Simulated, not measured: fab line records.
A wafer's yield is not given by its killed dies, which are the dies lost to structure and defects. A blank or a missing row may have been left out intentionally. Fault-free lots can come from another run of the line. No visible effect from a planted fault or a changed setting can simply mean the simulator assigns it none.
One fault through the eyes of 2 desks || flow n5 finfet || what lay behind the numbers comes last; until then each desk has only its own

== THE METROLOGY DESK ==
What the gauges read for every lot (on any tool): the sampled wafers with a number, averaged. The brackets show how far a lot's mean lies from the usual mean; more than 4 standard deviations puts the lot out of limits, marked OUT.
Columns: A = trench depth nm at N5_BEOL_M6_OCD_MEAS_38, usual 94.1 nm; B = M6_THK at N5_BEOL_M6_THK_MEAS_53, usual 79.9 nm; C = M7_ILD_THK at N5_BEOL_M7_THK_MEAS_01, usual 154.9 nm
{"lot": "L938", "first seen here": "day 10 02:20", "A": 92.7, "B": 77.3, "C": 156.4}
{"lot": "L939", "first seen here": "day 10 09:44", "A": 94.3, "B": 80.5, "C": 158.6}
{"lot": "L940", "first seen here": "day 10 13:05", "A": 94.4, "B": 80.9, "C": 153.7}
{"lot": "L942", "first seen here": "day 11 02:59", "A": 94.0, "B": 80.1, "C": 153.8}
{"lot": "L945", "first seen here": "day 12 08:44", "A": 93.2, "B": 79.2, "C": "180.7 (+12) OUT"}
{"lot": "L947", "first seen here": "day 12 13:31", "A": 94.2, "B": 79.7, "C": "178.4 (+11) OUT"}
{"lot": "L946", "first seen here": "day 12 13:42", "A": 95.5, "B": 80.2, "C": "181.4 (+13) OUT"}
{"lot": "L955", "first seen here": "day 14 11:38", "A": 93.8, "B": 79.9, "C": 154.7}
{"lot": "L956", "first seen here": "day 14 17:07", "A": 95.2, "B": 80.3, "C": 154.6}
{"lot": "L954", "first seen here": "day 14 19:20", "A": 92.5, "B": 78.9, "C": 152.9}
{"lot": "L958", "first seen here": "day 15 03:01", "A": 93.8, "B": 78.8, "C": 154.7}
This desk finds L945, L946, L947 out of limits, with the earliest case on L945 at day 12 12:38 (M7_ILD_THK at N5_BEOL_M7_THK_MEAS_01). L938, L939, L940, L942, L955, L956, L954, L958: within limits.

== AT THE TOOL OWNER'S DESK: uv cure-03 ==
The tool's own readings at N5_BEOL_M7_CURE_74 (cures SiCOH lowk, time 240 s): means of the sampled wafers that have a number, for each lot that ran on this tool. The brackets show how far a lot's mean lies from the usual mean; more than 4 standard deviations puts the lot out of limits, marked OUT.
Columns: A = lamp power pct at N5_BEOL_M7_CURE_74, usual 52.31 %; B = run length s at N5_BEOL_M7_CURE_74, usual 286.1 s; C = wafer_temp_C_max at N5_BEOL_M7_CURE_74, usual 386.7
{"lot": "L939", "first seen here": "day 10 14:04", "A": 52.32, "B": 285.9, "C": 386.4}
{"lot": "L940", "first seen here": "day 10 16:12", "A": 52.26, "B": 286.2, "C": 387.8}
{"lot": "L958", "first seen here": "day 15 05:56", "A": 52.37, "B": 285.8, "C": 386.8}
This desk's verdict: no lot among the 3 shows anything out of limits.

== PUT TOGETHER ==
L945, L946, L947 would have let the metrology desk raise an alarm at day 12 12:38.
The tool owner's desk saw nothing out of limits.
The tool owner's desk has no number on record for L945, L946, L947.
Of the lots named, all ran N5_BEOL_M7_CURE_74 on uv cure-03.

== WHAT THE SIMULATOR HAD PUT IN ==
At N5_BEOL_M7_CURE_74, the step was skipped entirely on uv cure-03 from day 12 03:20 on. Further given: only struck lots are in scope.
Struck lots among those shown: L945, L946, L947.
Delay in hours, fault start to first out-of-limits reading, per desk: metrology desk 9.
